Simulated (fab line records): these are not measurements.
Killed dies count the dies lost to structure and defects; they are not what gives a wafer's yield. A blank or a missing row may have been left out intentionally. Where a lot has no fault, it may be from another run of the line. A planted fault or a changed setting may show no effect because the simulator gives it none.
Matching of chambers :: flow n5Finfet :: 3 sister chambers for N5_BEOL_M15_DEP_53 on pecvd-01
The step deposits SiCN from 3MS/NH3, target thk 50 nm, time 17.8 s. 16 wafers are shown with their chamber, then 8 later ones without.

== WAFERS WITH THEIR CHAMBER ==
wafer: L080.1
chamber: 1
throttleValvePct (%): 20.4
showerheadPlenumPTorr (Torr): 4.158

wafer: L080.2
chamber: 2
throttleValvePct (%): 17.7
showerheadPlenumPTorr (Torr): 4.163

wafer: L080.3
chamber: 0
throttleValvePct (%): 17.6
showerheadPlenumPTorr (Torr): 4.120

wafer: L081.3
chamber: 1
throttleValvePct (%): 20.6
showerheadPlenumPTorr (Torr): 4.163

wafer: L081.5
chamber: 2
throttleValvePct (%): 17.5
showerheadPlenumPTorr (Torr): 4.152

wafer: L081.6
chamber: 1
throttleValvePct (%): 20.4
showerheadPlenumPTorr (Torr): 4.171

wafer: L083.1
chamber: 1
throttleValvePct (%): 20.3
showerheadPlenumPTorr (Torr): 4.162

wafer: L083.2
chamber: 2
throttleValvePct (%): 17.8
showerheadPlenumPTorr (Torr): 4.152

wafer: L083.6
chamber: 2
throttleValvePct (%): 17.9
showerheadPlenumPTorr (Torr): 4.166

wafer: L082.2
chamber: 1
throttleValvePct (%): 20.1
showerheadPlenumPTorr (Torr): 4.165

wafer: L082.4
chamber: 1
throttleValvePct (%): 20.4
showerheadPlenumPTorr (Torr): 4.166

wafer: L082.6
chamber: 2
throttleValvePct (%): 17.8
showerheadPlenumPTorr (Torr): 4.152

wafer: L089.1
chamber: 0
throttleValvePct (%): 17.8
showerheadPlenumPTorr (Torr): 4.116

wafer: L089.2
chamber: 2
throttleValvePct (%): 17.9
showerheadPlenumPTorr (Torr): 4.167

wafer: L089.5
chamber: 1
throttleValvePct (%): 20.4
showerheadPlenumPTorr (Torr): 4.172

wafer: L094.1
chamber: 2
throttleValvePct (%): 18.0
showerheadPlenumPTorr (Torr): 4.173

SIGNATURES (means of the wafers above)
reading: throttleValvePct
chamber 0: 17.700
chamber 1: 20.371
chamber 2: 17.800
scatter within a chamber: 0.155

reading: showerheadPlenumPTorr
chamber 0: 4.11800
chamber 1: 4.16529
chamber 2: 4.16071
scatter within a chamber: 0.00683
Rule: a wafer's distance from a chamber is the root of the sum, over the readings, of the square of ((its reading less the chamber's mean) divided by the reading's scatter). If the next closest chamber is less than 2 further off than the closest, the wafer can't be placed; otherwise it belongs to the closest. How the scatter is found: for the shown wafers, subtract from each reading the mean of its chamber, square and add these, divide the total by (wafers less chambers), then take the root.

== WAFERS MISSING THEIR CHAMBER ==
wafer: L094.5
throttleValvePct (%): 20.3
showerheadPlenumPTorr (Torr): 4.170

wafer: L094.6
throttleValvePct (%): 17.8
showerheadPlenumPTorr (Torr): 4.167

wafer: L093.2
throttleValvePct (%): 18.0
showerheadPlenumPTorr (Torr): 4.154

wafer: L093.4
throttleValvePct (%): 17.8
showerheadPlenumPTorr (Torr): 4.152

wafer: L093.6
throttleValvePct (%): 20.5
showerheadPlenumPTorr (Torr): 4.161

wafer: L096.3
throttleValvePct (%): 17.9
showerheadPlenumPTorr (Torr): 4.163

wafer: L096.4
throttleValvePct (%): 20.4
showerheadPlenumPTorr (Torr): 4.162

wafer: L096.5
throttleValvePct (%): 17.8
showerheadPlenumPTorr (Torr): 4.116

== WHICH CHAMBER EACH ONE RAN IN ==
wafer: L094.5
from the rows above: 1
in truth: 1

wafer: L094.6
from the rows above: 2
in truth: 2

wafer: L093.2
from the rows above: 2
in truth: 2

wafer: L093.4
from the rows above: 2
in truth: 2

wafer: L093.6
from the rows above: 1
in truth: 1

wafer: L096.3
from the rows above: 2
in truth: 2

wafer: L096.4
from the rows above: 1
in truth: 1

wafer: L096.5
from the rows above: 0
in truth: 0
Placed correctly: 8 of 8. Can't be placed from these rows: 0. Wrongly placed: 0.
